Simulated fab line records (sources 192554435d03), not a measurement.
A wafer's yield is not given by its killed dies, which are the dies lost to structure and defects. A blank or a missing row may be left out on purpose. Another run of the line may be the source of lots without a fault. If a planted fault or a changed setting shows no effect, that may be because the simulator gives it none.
Split-lot study    flow n5 finfet    route with 1938 steps; 7 lots, 39 wafers read

== THE SPLIT ==
At N5_BEOL_M10_DEP_56 (deposits SiCN from 3MS/NH3, target thk 15 nm, time 26.5 s), the setting time s was moved away from the recipe's 26.5 s on 12 of the 39 wafers read, by -29.2% to +50.6%. For the rest of the wafers, this setting stayed at what the recipe calls for.

Reading taken at the split's own step.

== THE READING ==
SiCN_of_BEOL_M10_DEP_56.thk nm (the simulator's own value, which no gauge read), in nm, at N5_BEOL_M10_DEP_56 (deposits SiCN from 3MS/NH3, target thk 15 nm, time 26.5 s). No usual value for it is given in the file. The 27 wafers here that ran the recipe average 15.0 nm, standard deviation 0.3 nm.

wafer   tool, chamber at the split  time s as run, s  against the recipe  SiCN_of_BEOL_M10_DEP_56.thk nm, nm  against lot-mates on the recipe
L078.1  pecvd-04, 1                 26.5              recipe              14.6                                -
L078.6  pecvd-04, 1                 26.5              recipe              14.6                                -
L078.2  pecvd-04, 0,0,1,0           26.5              recipe              15                                  -
L078.3  pecvd-04, 0,0,1,0           26.5              recipe              15                                  -
L078.4  pecvd-04, 0,0,1,0           26.5              recipe              15                                  -
L078.5  pecvd-04, 0,0,1,0           26.5              recipe              15                                  -
L081.1  pecvd-04, 2                 33.87             +27.8%              19                                  +4.1
L081.2  pecvd-04, 0                 26.5              recipe              14.8                                -
L081.3  pecvd-04, 1,0               26.5              recipe              15                                  -
L081.4  pecvd-04, 1,0               26.5              recipe              15                                  -
L081.5  pecvd-04, 2,1               33.87             +27.8%              19.4                                +4.5
L081.6  pecvd-04, 2,1               33.87             +27.8%              19.4                                +4.5
L087.1  pecvd-01, 1,2               26.5              recipe              14.8                                -
L087.2  pecvd-01, 1,2               26.5              recipe              14.8                                -
L087.3  pecvd-01, 0                 18.77             -29.2%              10.6                                -4.3
L087.4  pecvd-01, 1                 26.5              recipe              15.2                                -
L087.5  pecvd-01, 0                 18.77             -29.2%              11                                  -3.9
L087.6  pecvd-01, 2                 18.77             -29.2%              10.8                                -4.1
L086.1  pecvd-04, 2,0               26.5              recipe              15.2                                -
L086.3  pecvd-04, 2,0               26.5              recipe              15.2                                -
L086.2  pecvd-04, 1,0,1             26.5              recipe              15.4                                -
L086.5  pecvd-04, 1,0,1             26.5              recipe              15.4                                -
L086.6  pecvd-04, 1,0,1             26.5              recipe              15.4                                -
L086.4  pecvd-04, 2                 26.5              recipe              15.6                                -
L089.1  pecvd-02, 1,2               26.5              recipe              14.4                                -
L089.3  pecvd-02, 1,2               26.5              recipe              14.4                                -
L089.2  pecvd-02, 0                 26.5              recipe              15                                  -
L090.1  pecvd-04, 0                 26.5              recipe              14.8                                -
L090.2  pecvd-04, 2,1,1             39.9              +50.6%              22.2                                +7.2
L090.3  pecvd-04, 2,1,1             39.9              +50.6%              22.2                                +7.2
L090.4  pecvd-04, 2,1,1             39.9              +50.6%              22.2                                +7.2
L090.5  pecvd-04, 0                 26.5              recipe              15                                  -
L090.6  pecvd-04, 2                 26.5              recipe              15.2                                -
L096.1  pecvd-02, 0                 21.65             -18.3%              12.2                                -2.7
L096.2  pecvd-02, 1                 26.5              recipe              14.6                                -
L096.3  pecvd-02, 2                 26.5              recipe              14.8                                -
L096.4  pecvd-02, 2                 21.65             -18.3%              12                                  -2.9
L096.5  pecvd-02, 1                 26.5              recipe              15.2                                -
L096.6  pecvd-02, 0                 21.65             -18.3%              12.4                                -2.5
The file does not say which wafer passed through which chamber wherever a row lists several chambers: such a row stands for several wafers.

FIT RESULTS
A straight line over all 39 wafers: SiCN_of_BEOL_M10_DEP_56.thk nm changes by +0.145 nm for each +1% of time s; r = +0.99; the points scatter about the line by 0.28 nm.
The same after taking each lot's own level away (the mean of its wafers on the recipe; 39 wafers): +0.145 nm for each +1%; r = +1.00; scatter 0.21 nm.
Per that fit: largest time s move, reading shift of 7.3 nm.
Measured against the standard deviation above, the lots' own levels, which go from 14.60 to 15.37 nm, span 2.6 times it.
The two slopes agree, so the slope changes little with the lot-to-lot level.
Check: for one of the wafers moved furthest among these (+50.6%), held out of the fit, the line's prediction against its lot-mates is +7.37 nm. Against them it came out at +7.2 nm.

== OTHER SPLITS ON THESE WAFERS ==
Before the reading, these wafers also passed through other splits. Each is held against what the fit with the lots' levels taken away leaves over:
other split on the same wafers            wafers away from the commonest value  r with SiCN_of_BEOL_M10_DEP_56.thk nm (lot level and that fit taken away)
N5_BEOL_M8_TRENCH_ETCH_37 target depth a  12                                    -0.02

== THE FILE'S OWN FIT ==
SiCN_of_BEOL_M10_DEP_56.thk nm changes by +0.145 nm for each +1% of time s, r = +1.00.
